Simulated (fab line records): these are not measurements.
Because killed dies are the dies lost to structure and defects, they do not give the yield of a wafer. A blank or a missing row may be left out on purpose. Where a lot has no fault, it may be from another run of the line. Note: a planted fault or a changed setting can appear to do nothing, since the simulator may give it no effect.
fab line records | flow nand-harc
record: lots: 24 wafers: 72 last-day: 24
route steps=1159 shown A_CHANNEL_FILL_D1@496 A_STAIRCASE@551
lots that met no fault: from a run of the same line without faults
start-h: hours from the record's first day to the start of the lot's first wafer shown | wait-h: hours since the lot's step before | " repeats the value in the row above | L1.1+2: one row covering several wafers at once | - either no value or no given start | * or withheld: withheld | < > ~ a bound
route shown NAME@n: NAME is a module with steps in the file, n the number in the route of the first one | usual: the fault-free wafers' mean and standard deviation | same: alike in all rows | chamber/n: place in a boat | sites: per-site readings | _std_site: standard deviation of those values | _edge_site: mean of outer sites minus mean of inner sites | radius-mm: how far each site lies from the wafer's centre | mask NAME#n: copy n | behind: the last tool/chamber to shape the wafer | hold: the reason the lot was held/the length of the hold in hours/how it ended | device: the n, p or np transistor that did not switch | end of line: at the end of the route, the tests of the same wafers | step lacking rows: just its recipe | killed: the dies lost at the first sort to structure and to defects; this is not the yield of the wafer | map: the dies of a wafer, with x for killed, . for not killed, _ for no die there
set.NAME: setting as actually run; set.NAME@STEP: the setting as run at that earlier step | model.NAME: the simulator's own value behind a step, which no gauge read
steps of the route over a sample of lots; a table a step, a row a wafer
services: a tool's chamber out of use, with start hour (start-h, from the record's first day; less than 0 if before it), hours out, and reason
== steps ==
step: NHARC_A_CHANNEL_FILL_D1_ALD_16
recipe: target-thk-a: 15 pulse-time-s: 10 ald-cycles: 15 temp-c: 300 material: SiO2
usual: heater-power-w: 468/37 precursor-pulse-height-rel: 1.001/0.02
columns lot.wafer tool chamber start-h wait-h heater-power-w precursor-pulse-height-rel
L074.1 ald-hk-02 2 207.70 0.0 560 0.973
L074.2 " 3 " " 441 0.999
L074.6 " 2 " " 584 1.022
L075.1 ald-hk-01 2 207.74 0.1 424 0.981
L075.3 " 0 " " 446 0.994
L075.5 " 2 " " 421 1.007
L077.4 ald-hk-04 3 214.30 0.1 491 0.992
L077.2 " 2 " " 460 0.983
L077.5 " 3 " " 498 0.998
L076.3 ald-hk-01 1 214.33 0.1 406 1.005
L076.2 " 3 " " 523 0.979
L076.5 " 0 " " 459 1.006
L078.2 ald-hk-02 1 224.98 0.0 506 1.005
L078.5 " 1 " " 495 0.959
L078.6 " 2 " " 575 1.001
L079.4 ald-hk-04 3 225.01 0.1 478 0.976
L079.3 " 0 " " 445 1.019
L079.5 " 3 " " 485 1.004
L080.4 ald-hk-04 1 235.66 2.2 451 0.992
L080.1 " 0 " " 452 0.993
L080.5 " 2 " " 457 0.979
L081.2 ald-hk-04 3 235.82 2.4 478 1.031
L081.4 " 1 " " 469 1.000
L081.6 " 0 " " 450 0.998
L082.1 ald-hk-04 0 243.70 0.1 445 1.004
L082.4 " 2 " " 456 0.994
L082.6 " 0 " " 449 0.989
L083.3 ald-hk-02 3 247.65 0.0 458 1.023
L083.5 " 3 " " 480 1.019
L083.6 " 0 " " 456 1.039
L084.4 ald-hk-01 3 247.65 0.1 505 0.978
L084.2 " 2 " " 417 1.018
L084.5 " 0 " " 429 1.031
L085.4 ald-hk-04 1 256.65 0.1 456 1.007
L085.3 " 2 " " 459 0.988
L085.6 " 0 " " 447 0.948
L087.1 ald-hk-02 3 277.10 0.0 454 0.996
L087.2 " 0 " " 459 1.023
L087.3 " 1 " " 512 1.020
L086.4 ald-hk-02 0 277.26 0.2 454 1.008
L086.2 " 2 " " 577 1.003
L086.5 " 1 " " 518 0.991
L088.4 ald-hk-01 1 291.18 0.0 413 0.995
L088.2 " 2 " " 401 1.012
L088.5 " 2 " " 409 1.001
L089.4 ald-hk-04 0 291.20 0.1 448 1.045
L089.3 " 1 " " 461 1.001
L089.6 " 0 " " 449 0.993
L090.4 ald-hk-02 1 295.14 0.1 476 1.018
L090.2 " 3 " " 437 0.978
L090.6 " 0 " " 463 1.020
L091.1 ald-hk-04 0 295.15 0.1 442 1.005
L091.2 " 2 " " 464 1.007
L091.5 " 3 " " 480 0.988
L092.3 ald-hk-01 2 304.65 0.4 409 1.031
L092.4 " 3 " " 510 1.016
L092.1 " 0 " " 446 0.963
L093.4 ald-hk-02 1 314.67 0.0 479 0.994
L093.2 " 0 " " 470 1.006
L093.5 " 1 " " 485 0.995
L096.3 ald-hk-04 1 314.68 0.0 463 1.022
L096.1 " 3 " " 485 0.995
L096.5 " 1 " " 444 1.003
L095.2 ald-hk-04 3 318.99 0.1 475 0.985
L095.5 " 2 " " 464 0.983
L095.6 " 3 " " 496 1.010
L094.3 ald-hk-04 1 319.15 0.3 460 0.965
L094.4 " 2 " " 468 1.038
L094.5 " 0 " " 440 1.036
L097.1 ald-hk-04 1 334.12 0.0 465 1.009
L097.2 " 3 " " 485 0.963
L097.5 " 1 " " 466 0.999
step: NHARC_A_CHANNEL_FILL_D1_STRIP_29
recipe: time-s: 20 o2-flow-sccm: 500 ar-flow-sccm: 0 bias-w: 0 chemistry: O2
usual: drypump-motor-current-A: 5.7/0.54 o2-flow-sccm: 500.0/1.6 oes-product-au: 0.999/0.0091 rf-vpp-V: 57.9/0.87 showerhead-plenum-p-Torr: 3.51/0.12 throttle-valve-pct: 17.036/0.0094
columns lot.wafer tool chamber start-h wait-h drypump-motor-current-A o2-flow-sccm oes-product-au rf-hours-counter-h rf-vpp-V showerhead-plenum-p-Torr throttle-valve-pct
L075.3 rie-diel-05 3 - - 5.3 499.2 1.016 3 57.0 3.72 17.046
L075.1 " 2 " " 6.0 501.2 1.015 3 57.3 3.65 17.044
L075.5 " 0 " " 5.1 499.8 0.994 - 57.2 3.44 17.039
L074.2 rie-diel-01 2 - - 5.6 501.9 0.997 10 57.6 3.46 17.029
L074.1 " 3 " " 6.2 501.0 1.009 18 59.3 3.50 17.028
L074.6 " 3 " " 6.2 498.5 1.006 - 57.9 3.50 17.029
L077.4 rie-diel-05 1 - - 5.7 499.5 0.997 3 58.1 3.41 17.024
L077.2 " 3 " " 5.3 500.9 1.011 3 57.8 3.72 17.024
L077.5 " 1 " " 5.7 499.3 1.006 - 59.0 3.41 17.032
L076.3 rie-diel-13 3 244.41 0.1 6.6 502.4 1.010 3 58.2 3.49 17.035
L076.2 " 2 " " 5.5 498.1 0.995 3 58.2 3.35 17.047
L076.5 " 2 " " 5.5 496.0 0.994 - 58.3 3.35 17.037
L079.3 rie-diel-13 2 - - 5.5 499.6 0.986 4 58.3 3.35 17.048
L079.4 " 1 " " 6.0 499.5 0.990 3 58.4 3.54 17.051
L079.5 " 2 " " 5.5 499.4 0.993 - 56.0 3.35 17.042
L078.2 rie-diel-13 0 - - 4.9 498.1 0.993 4 57.0 3.64 17.041
L078.6 " 3 " " 6.7 501.5 1.003 - 57.6 3.49 17.041
L078.5 " 0 " " 4.9 496.9 1.002 - 58.6 3.64 17.036
L080.4 rie-diel-13 3 - - 6.6 498.5 1.014 4 56.6 3.49 17.032
L080.1 " 0 " " 4.9 497.3 1.013 4 57.5 3.64 17.029
L080.5 " 3 " " 6.6 500.0 1.004 - 56.5 3.49 17.020
L081.2 rie-diel-01 0 - - 5.7 500.1 0.998 25 58.6 3.28 17.053
L081.4 " 1 " " 6.1 500.2 1.007 26 56.4 3.36 17.021
L081.6 " 2 " " 5.6 498.9 0.993 - 58.4 3.46 17.037
L082.1 rie-diel-13 3 - - 6.6 501.4 0.998 4 57.0 3.49 17.034
L082.4 " 0 " " 5.0 498.8 1.001 4 56.7 3.64 17.036
L082.6 " 2 " " 5.5 499.6 1.001 - 57.1 3.35 17.047
L083.3 rie-diel-13 1 - - 6.0 501.1 0.999 3 59.0 3.54 17.041
L083.6 " 1 " " 6.0 501.1 1.013 - 59.9 3.54 17.021
L083.5 " 2 " " 5.5 499.5 1.003 - 57.4 3.35 17.045
L084.4 rie-diel-05 1 - - 5.7 497.2 1.002 4 58.1 3.41 17.028
L084.2 " 2 " " 5.9 497.7 0.991 4 57.1 3.65 17.021
L084.5 " 2 " " 5.9 497.7 1.009 - 57.4 3.65 17.049
L085.3 rie-diel-05 3 - - 5.3 501.6 1.013 4 58.5 3.72 17.033
L085.4 " 2 " " 5.9 500.4 1.007 4 57.7 3.65 17.051
L085.6 " 3 " " 5.3 500.9 0.994 - 58.2 3.72 17.046
L086.2 rie-diel-05 3 - - 5.3 498.5 1.004 5 59.6 3.72 17.043
L086.4 " 0 " " 5.1 501.8 0.993 5 58.1 3.44 17.022
L086.5 " 2 " " 5.9 498.0 1.004 - 56.5 3.65 17.034
L087.1 rie-diel-13 2 - - 5.5 499.6 0.993 0 58.3 3.35 17.027
L087.3 " 3 " " 6.6 502.3 0.995 0 56.0 3.49 17.023
L087.2 " 0 " " 5.0 497.6 1.004 0 58.6 3.64 17.033
L088.2 rie-diel-13 3 320.57 - 6.6 501.1 0.998 0 57.8 3.49 17.015
L088.4 " 0 " " 5.0 498.5 1.008 1 59.7 3.64 17.050
L088.5 " 2 " " 5.5 500.9 0.995 - 58.0 3.35 17.057
L089.3 rie-diel-13 1 - - 6.0 499.9 0.993 1 57.5 3.54 17.045
L089.4 " 2 " " 5.5 498.7 0.995 0 56.9 3.35 17.039
L089.6 " 3 " " 6.6 498.6 1.003 - 56.3 3.49 17.025
L091.2 rie-diel-05 0 - - 5.1 499.3 1.000 5 59.6 3.44 17.034
L091.1 " 1 " " 5.7 497.9 1.008 5 58.5 3.40 17.027
L091.5 " 3 " " 5.3 500.4 1.017 - 58.3 3.72 17.034
L090.2 rie-diel-13 3 - - 6.6 500.3 0.996 1 57.0 3.49 17.034
L090.4 " 2 " " 5.5 500.7 0.988 1 56.8 3.35 17.040
L090.6 " 3 " " 6.6 498.2 0.998 - 57.9 3.49 17.051
L092.3 rie-diel-13 2 - - 5.5 499.5 0.978 1 56.5 3.35 17.042
L092.4 " 0 " " 5.0 498.4 0.986 1 59.8 3.64 17.039
L092.1 " 1 " " 6.0 499.9 0.990 1 58.8 3.54 17.036
L095.2 rie-diel-13 3 - - 6.6 499.1 0.995 1 57.1 3.49 17.032
L095.5 " 0 " " 4.9 500.8 1.000 - 58.1 3.64 17.039
L095.6 " 1 " " 5.9 500.9 0.993 - 58.6 3.54 17.038
L096.1 rie-diel-01 2 - - 5.6 501.1 0.993 5 57.3 3.45 17.031
L096.3 " 0 " " 5.7 497.4 0.993 5 58.9 3.81 17.046
L096.5 " 3 " " 6.2 500.7 1.012 - 58.1 3.48 17.027
L094.3 rie-diel-13 3 - - 6.6 500.5 1.002 1 58.8 3.49 17.044
L094.4 " 1 " " 5.9 500.3 0.994 1 58.4 3.54 17.027
L094.5 " 2 " " 5.5 500.8 0.987 - 59.0 3.35 17.034
L093.2 rie-diel-01 1 - - 6.1 500.5 0.975 4 57.6 3.36 17.038
L093.4 " 3 " " 6.2 501.2 1.014 5 58.1 3.48 17.033
L093.5 " 1 " " 6.1 500.0 0.981 - 57.0 3.36 17.034
L097.1 rie-diel-13 2 - - 5.5 500.4 0.981 2 58.0 3.35 17.028
L097.2 " 3 " " 6.5 497.5 1.000 2 56.9 3.49 17.030
L097.5 " 1 " " 5.9 500.9 1.000 - 57.8 3.54 17.056
step: NHARC_A_CHANNEL_FILL_D1_RTA_24
recipe: temp-c: 1000 time-s: 5
usual: lamp-power-pct: 30.9/2 lamp_zone_5_pct: 30.9/2 wafer_temp_C_max: 1004.5/0.98
columns lot.wafer tool chamber start-h wait-h lamp-power-pct lamp_zone_5_pct wafer_temp_C_max
L075.1 rtp-anneal-02 0 243.58 0.0 34.4 34.4 1004.0
L075.3 " 0 " " 34.5 34.5 1003.6
L075.5 " 0 " " 34.4 34.4 1006.0
L074.1 rtp-anneal-01 0 243.69 0.0 29.8 29.8 1004.6
L074.2 " 0 " " 29.8 29.8 1003.4
L074.6 " 0 " " 29.8 29.8 1004.9
L076.2 rtp-anneal-01 0 250.37 0.1 29.8 29.8 1004.2
L076.3 " 0 " " 29.7 29.7 1005.2
L076.5 " 0 " " 29.8 29.7 1003.4
L077.2 rtp-anneal-02 0 250.39 0.1 34.3 34.4 1003.8
L077.4 " 0 " " 34.4 34.4 1003.3
L077.5 " 0 " " 34.5 34.4 1002.8
L079.3 rtp-anneal-01 0 260.41 0.1 29.7 29.7 1003.3
L079.4 " 0 " " 29.7 29.7 1004.8
L079.5 " 0 " " 29.8 29.7 1004.1
L078.2 rtp-anneal-02 0 263.98 0.1 34.4 34.4 1003.7
L078.5 " 0 " " 34.5 34.4 1004.3
L078.6 " 0 " " 34.4 34.4 1002.6
L081.2 rtp-anneal-01 0 271.17 0.1 29.8 29.8 1005.1
L081.4 " 0 " " 29.8 29.8 1003.8
L081.6 " 0 " " 29.7 29.8 1004.6
L080.1 rtp-anneal-01 0 271.31 0.2 29.7 29.7 1004.2
L080.4 " 0 " " 29.7 29.7 1005.1
L080.5 " 0 " " 29.8 29.7 1004.5
L083.3 rtp-anneal-01 0 280.19 0.1 29.8 29.8 1004.4
L083.5 " 0 " " 29.8 29.8 1005.0
L083.6 " 0 " " 29.8 29.8 1006.0
L084.2 rtp-anneal-01 0 280.34 0.2 29.8 29.8 1003.7
L084.4 " 0 " " 29.8 29.8 1003.8
L084.5 " 0 " " 29.8 29.8 1004.6
L082.1 rtp-anneal-01 0 280.48 0.2 29.7 29.8 1004.3
L082.4 " 0 " " 29.7 29.8 1004.8
L082.6 " 0 " " 29.7 29.8 1005.0
L085.3 rtp-anneal-01 0 292.56 0.7 29.8 29.7 1003.8
L085.4 " 0 " " 29.8 29.8 1005.4
L085.6 " 0 " " 29.8 29.8 1004.8
L086.2 rtp-anneal-02 0 313.33 0.1 34.4 34.5 1002.8
L086.4 " 0 " " 34.4 34.4 1005.9
L086.5 " 0 " " 34.4 34.5 1003.4
L087.1 rtp-anneal-01 0 313.46 0.2 29.7 29.8 1005.0
L087.2 " 0 " " 29.8 29.8 1004.4
L087.3 " 0 " " 29.8 29.8 1004.7
L089.3 rtp-anneal-02 0 326.83 0.1 34.4 34.5 1004.5
L089.4 " 0 " " 34.4 34.5 1005.1
L089.6 " 0 " " 34.5 34.4 1006.0
L088.2 rtp-anneal-01 0 326.87 0.1 29.7 29.8 1004.9
L088.4 " 0 " " 29.8 29.8 1005.1
L088.5 " 0 " " 29.7 29.8 1004.8
L090.2 rtp-anneal-01 0 333.49 0.1 29.8 29.7 1005.9
L090.4 " 0 " " 29.7 29.8 1007.9
L090.6 " 0 " " 29.8 29.8 1005.4
L091.1 rtp-anneal-01 0 333.63 0.2 29.7 29.8 1005.1
L091.2 " 0 " " 29.7 29.7 1005.6
L091.5 " 0 " " 29.8 29.8 1005.6
L092.1 rtp-anneal-01 0 342.24 0.0 29.7 29.7 1004.3
L092.3 " 0 " " 29.7 29.8 1004.2
L092.4 " 0 " " 29.8 29.7 1005.2
L096.1 rtp-anneal-01 0 353.17 0.0 29.8 29.8 1004.1
L096.3 " 0 " " 29.8 29.8 1004.7
L096.5 " 0 " " 29.8 29.8 1003.4
L095.2 rtp-anneal-01 0 353.37 0.2 29.8 29.8 1004.7
L095.5 " 0 " " 29.7 29.8 1004.3
L095.6 " 0 " " 29.8 29.7 1004.5
L094.3 rtp-anneal-01 0 356.93 0.1 29.8 29.8 1003.6
L094.4 " 0 " " 29.7 29.8 1004.9
L094.5 " 0 " " 29.7 29.8 1003.9
L093.2 rtp-anneal-02 0 357.05 0.1 34.4 34.4 1004.4
L093.4 " 0 " " 34.4 34.4 1003.4
L093.5 " 0 " " 34.4 34.4 1004.2
L097.1 rtp-anneal-01 0 370.00 0.0 29.8 29.7 1005.1
L097.2 " 0 " " 29.8 29.8 1003.7
L097.5 " 0 " " 29.8 29.8 1003.3
step: NHARC_A_STAIRCASE_ETCH_15
recipe: target-depth-a: 1000 time-s: 40.5 ion-energy-ev: 400 c4f8-flow-sccm: 20 o2-flow-sccm: 10 ar-flow-sccm: withheld rf-w: 600 bias-w: 1000 chemistry: C4F8/O2
usual: oes-product-au: 0.940/0.011 rf-vpp-V: 897/6.1
columns lot.wafer tool chamber start-h wait-h oes-product-au rf-hours-counter-h rf-vpp-V
L075.3 rie-diel-09 0 - - 0.929 56 898
L075.1 " 1 " " 0.933 53 888
L075.5 " 0 " " 0.925 - 900
L074.1 rie-diel-04 0 - - 0.946 43 893
L074.2 " 1 " " 0.955 42 891
L074.6 " 0 " " 0.948 - 891
L076.2 rie-diel-04 2 - - 0.940 47 899
L076.3 " 0 " " 0.953 45 894
L076.5 " 3 " " 0.935 - 886
L077.2 rie-diel-03 2 - - 0.932 10 905
L077.4 " 0 " " 0.942 11 898
L077.5 " 2 " " 0.937 - 905
L079.4 rie-diel-03 1 - - 0.946 16 901
L079.3 " 3 " " 0.921 19 888
L079.5 " 1 " " 0.945 - 901
L078.2 rie-diel-03 1 - - 0.949 17 902
L078.5 " 3 " " 0.930 - 889
L078.6 " 0 " " 0.935 - 899
L081.4 rie-diel-03 3 - - 0.937 22 887
L081.2 " 2 " " 0.948 20 906
L081.6 " 3 " " 0.939 - 889
L080.4 rie-diel-03 1 - - 0.939 19 903
L080.1 " 2 " " 0.934 20 904
L080.5 " 0 " " 0.920 - 897
L084.4 rie-diel-09 1 - - 0.943 8 888
L084.2 " 2 " " 0.946 8 901
L084.5 " 2 " " 0.949 - 901
L082.4 rie-diel-09 1 - - 0.945 8 888
L082.1 " 2 " " 0.936 8 899
L082.6 " 2 " " 0.928 - 900
L083.3 rie-diel-03 1 - - 0.944 22 901
L083.5 " 0 " " 0.914 - 897
L083.6 " 1 " " 0.943 - 902
L085.3 rie-diel-09 1 - - 0.951 13 889
L085.4 " 3 " " 0.953 14 903
L085.6 " 0 " " 0.953 - 898
L086.4 rie-diel-09 0 - - 0.922 20 899
L086.2 " 1 " " 0.941 20 888
L086.5 " 1 " " 0.943 - 890
L087.1 rie-diel-03 2 319.31 0.4 0.934 35 904
L087.2 " 2 " " 0.922 - 905
L087.3 " 2 " " 0.939 - 903
L089.3 rie-diel-09 2 - - 0.955 27 901
L089.4 " 3 " " 0.948 27 902
L089.6 " 3 " " 0.947 - 902
L088.4 rie-diel-09 0 - - 0.946 27 899
L088.2 " 1 " " 0.958 27 887
L088.5 " 0 " " 0.935 - 900
L090.2 rie-diel-04 2 - - 0.945 13 897
L090.4 " 3 " " 0.958 13 905
L090.6 " 2 " " 0.946 - 897
L091.1 rie-diel-04 1 - - 0.952 12 890
L091.2 " 0 " " 0.939 12 893
L091.5 " 2 " " 0.942 - 899
L092.4 rie-diel-09 2 - - 0.942 33 899
L092.1 " 3 " " 0.940 35 902
L092.3 " 1 " " 0.964 31 887
L096.1 rie-diel-03 3 - - 0.924 50 887
L096.3 " 2 " " 0.936 48 903
L096.5 " 1 " " 0.945 - 901
L095.2 rie-diel-09 3 - - 0.936 39 901
L095.6 " 2 " " 0.948 - 899
L095.5 " 3 " " 0.948 - 903
L094.4 rie-diel-09 2 - - 0.957 39 900
L094.3 " 0 " " 0.931 39 899
L094.5 " 3 " " 0.945 - 902
L093.4 rie-diel-04 1 - - 0.957 20 890
L093.2 " 2 " " 0.964 22 898
L093.5 " 0 " " 0.948 - 891
L097.2 rie-diel-04 0 - - 0.947 28 893
L097.1 " 1 " " 0.949 27 890
L097.5 " 3 " " 0.940 - 904
step: NHARC_A_STAIRCASE_ETCH_21
recipe: target-depth-a: 1000 time-s: 40.5 ion-energy-ev: 400 c4f8-flow-sccm: 20 o2-flow-sccm: 10 ar-flow-sccm: withheld rf-w: 600 bias-w: 1000 chemistry: C4F8/O2
usual: oes-product-au: 0.950/0.017 rf-vpp-V: 895/6
columns lot.wafer tool chamber start-h wait-h oes-product-au rf-hours-counter-h rf-vpp-V
L074.2 rie-diel-04 3 - - 0.941 49 888
L074.1 " 0 " " 0.954 44 893
L074.6 " 1 " " 0.960 - 891
L075.1 rie-diel-09 0 - - 0.936 57 898
L075.3 " 1 " " 0.955 54 889
L075.5 " 0 " " 0.943 - 898
L076.3 rie-diel-04 1 - - 0.952 44 889
L076.2 " 0 " " 0.962 45 894
L076.5 " 2 " " 0.958 - 900
L077.2 rie-diel-04 2 - - 0.931 48 899
L077.4 " 3 " " 0.916 51 887
L077.5 " 1 " " 0.931 - 891
L079.4 rie-diel-09 0 - - 0.963 2 899
L079.3 " 2 " " 0.954 3 899
L079.5 " 0 " " 0.970 - 899
L078.2 rie-diel-04 3 - - 0.945 59 886
L078.6 " 3 " " 0.947 - 887
L078.5 " 0 " " 0.978 - 893
L081.2 rie-diel-09 3 - - 0.956 5 901
L081.4 " 1 " " 0.972 4 889
L081.6 " 3 " " 0.936 - 902
L080.1 rie-diel-03 2 - - 0.941 20 904
L080.4 " 3 " " 0.927 23 890
L080.5 " 3 " " 0.933 - 889
L084.2 rie-diel-04 3 - - 0.980 65 886
L084.4 " 2 " " 0.973 61 899
L084.5 " 0 " " 0.976 - 893
L082.1 rie-diel-09 2 - - 0.949 8 899
L082.4 " 3 " " 0.936 9 902
L082.6 " 3 " " 0.932 - 900
L083.3 rie-diel-04 1 - - 0.946 58 891
L083.5 " 1 " " 0.940 - 890
L083.6 " 2 " " 0.921 - 897
L085.4 rie-diel-09 1 - - 0.954 14 887
L085.3 " 2 " " 0.954 13 900
L085.6 " 0 " " 0.932 - 899
L086.4 rie-diel-04 0 - - 0.950 6 891
L086.2 " 3 " " 0.959 7 906
L086.5 " 1 " " 0.973 - 891
L087.2 rie-diel-03 3 324.10 0.8 0.913 35 887
L087.1 " 2 " " 0.926 37 905
L087.3 " 2 " " 0.923 - 904
L089.3 rie-diel-04 2 - - 0.998 9 899
L089.4 " 3 " " 0.981 11 906
L089.6 " 1 " " 0.978 - 890
L088.4 rie-diel-04 1 - - 0.970 8 891
L088.2 " 3 " " 0.969 11 905
L088.5 " 2 " " 0.974 - 899
L090.2 rie-diel-04 2 - - 0.953 13 897
L090.4 " 0 " " 0.964 13 892
L090.6 " 3 " " 0.960 - 906
L091.1 rie-diel-03 3 338.40 0.3 0.953 42 889
L091.2 " 1 " " 0.956 34 901
L091.5 " 1 " " 0.970 - 901
L092.3 rie-diel-09 1 - - 0.942 32 888
L092.4 " 2 " " 0.944 33 901
L092.1 " 0 " " 0.939 35 896
L096.3 rie-diel-03 1 - - 0.957 43 901
L096.1 " 3 " " 0.947 50 888
L096.5 " 1 " " 0.937 - 901
L095.2 rie-diel-04 3 - - 0.957 23 905
L095.6 " 3 " " 0.952 - 905
L095.5 " 0 " " 0.957 - 893
L093.2 rie-diel-04 2 - - 0.941 23 898
L093.4 " 0 " " 0.941 22 891
L093.5 " 1 " " 0.951 - 890
L094.4 rie-diel-09 1 - - 0.929 37 888
L094.3 " 2 " " 0.929 39 900
L094.5 " 3 " " 0.931 - 901
L097.2 rie-diel-04 0 - - 0.936 28 892
L097.1 " 3 " " 0.937 29 906
L097.5 " 0 " " 0.936 - 892
step: NHARC_A_STAIRCASE_ETCH_192
recipe: target-depth-a: 1000 time-s: 40.5 ion-energy-ev: 400 c4f8-flow-sccm: 20 o2-flow-sccm: 10 ar-flow-sccm: withheld rf-w: 600 bias-w: 1000 chemistry: C4F8/O2
usual: oes-product-au: 0.946/0.017 rf-vpp-V: 896/6.2
columns lot.wafer tool chamber start-h wait-h oes-product-au rf-hours-counter-h rf-vpp-V
L074.2 rie-diel-09 0 - - 0.939 58 897
L074.1 " 1 " " 0.943 55 888
L074.6 " 0 " " 0.939 - 900
L075.3 rie-diel-04 1 - - 0.962 43 890
L075.1 " 3 " " 0.934 50 886
L075.5 " 1 " " 0.965 - 890
L076.2 rie-diel-04 2 - - 0.954 49 900
L076.3 " 3 " " 0.949 52 887
L076.5 " 1 " " 0.962 - 890
L077.2 rie-diel-04 3 - - 0.928 53 887
L077.4 " 0 " " 0.939 47 892
L077.5 " 1 " " 0.943 - 892
L079.4 rie-diel-03 3 - - 0.942 21 889
L079.3 " 2 " " 0.945 19 905
L079.5 " 3 " " 0.943 - 888
L078.2 rie-diel-09 0 - - 0.943 3 899
L078.5 " 2 " " 0.933 - 900
L078.6 " 3 " " 0.935 - 902
L081.4 rie-diel-04 1 - - 0.978 54 891
L081.2 " 2 " " 0.948 58 900
L081.6 " 3 " " 0.937 - 887
L080.1 rie-diel-03 3 - - 0.932 24 889
L080.5 " 3 " " 0.935 - 888
L080.4 " 2 " " 0.942 - 905
L084.4 rie-diel-03 2 289.24 - 1.000 25 905
L084.2 " 0 " " 0.996 28 897
L084.5 " 2 " " 1.004 - 904
L082.4 rie-diel-09 3 - - 0.942 10 901
L082.1 " 1 " " 0.935 10 888
L082.6 " 3 " " 0.943 - 902
L083.3 rie-diel-09 0 - - 0.926 11 900
L083.6 " 0 " " 0.927 - 899
L083.5 " 1 " " 0.942 - 891
L085.4 rie-diel-04 1 - - 0.967 0 890
L085.3 " 2 " " 0.955 0 899
L085.6 " 0 " " 0.937 - 892
L086.2 rie-diel-04 0 - - 0.944 7 894
L086.4 " 2 " " 0.977 6 898
L086.5 " 1 " " 0.963 - 889
L087.1 rie-diel-03 2 - - 0.940 40 905
L087.2 " 3 " " 0.929 37 888
L087.3 " 2 " " 0.939 - 903
L088.4 rie-diel-09 1 - - 0.955 28 889
L088.2 " 2 " " 0.953 29 899
L088.5 " 2 " " 0.958 - 899
L089.3 rie-diel-03 3 - - 0.936 - 887
L089.4 " 1 " " 0.958 - 901
L089.6 " 1 " " 0.948 - 901
L090.2 rie-diel-03 2 - - 0.935 41 904
L090.4 " 1 " " 0.935 - 902
L090.6 " 2 " " 0.933 - 905
L091.1 rie-diel-09 2 - - 0.939 32 899
L091.2 " 0 " " 0.945 33 898
L091.5 " 2 " " 0.945 - 900
L092.1 rie-diel-03 2 - - 0.936 44 905
L092.3 " 3 " " 0.939 46 887
L092.4 " 3 " " 0.936 - 889
L095.2 rie-diel-03 2 - - 0.929 50 904
L095.5 " 3 " " 0.931 - 888
L095.6 " 2 " " 0.930 - 904
L096.1 rie-diel-04 1 - - 0.966 21 890
L096.3 " 2 " " 0.958 23 898
L096.5 " 2 " " 0.954 - 897
L093.2 rie-diel-09 3 - - 0.939 45 901
L093.4 " 1 " " 0.954 41 888
L093.5 " 0 " " 0.921 - 899
L094.3 rie-diel-03 1 - - 0.926 49 901
L094.4 " 1 " " 0.935 - 901
L094.5 " 2 " " 0.931 - 904
L097.1 rie-diel-09 1 - - 0.962 45 888
L097.2 " 2 " " 0.942 47 898
L097.5 " 1 " " 0.959 - 887
== services ==
columns tool chamber start-h hours kind
ald-hk-04 - 187.33 10.0 pm
rie-diel-04 0 201.75 5.7 repair
rie-diel-13 2 202.51 2.3 repair
ald-hk-04 - 209.07 2.9 repair
rie-diel-03 2 209.91 12.3 repair
rie-diel-03 - 215.33 9.0 pm
rie-diel-09 3 216.37 5.0 repair
rie-diel-04 1 221.44 12.1 repair
rie-diel-05 3 223.82 1.4 repair
rie-diel-03 - 241.52 0.1 repair
rie-diel-13 1 242.68 6.1 repair
rie-diel-09 - 254.10 9.0 pm
rie-diel-13 - 276.00 9.0 pm
rie-diel-03 1 277.25 7.0 repair
rtp-anneal-02 - 280.02 17.1 repair
rie-diel-03 3 309.67 6.2 repair
rie-diel-03 1 312.57 18.9 repair
rie-diel-03 - 333.37 0.1 repair
rie-diel-09 1 339.50 1.9 repair
rie-diel-09 0 353.43 2.7 repair
ald-hk-04 - 365.33 10.0 pm
rie-diel-13 1 368.47 5.6 repair
rie-diel-09 0 371.94 1.3 repair
rie-diel-04 0 377.78 7.9 repair
== key ==
fault none
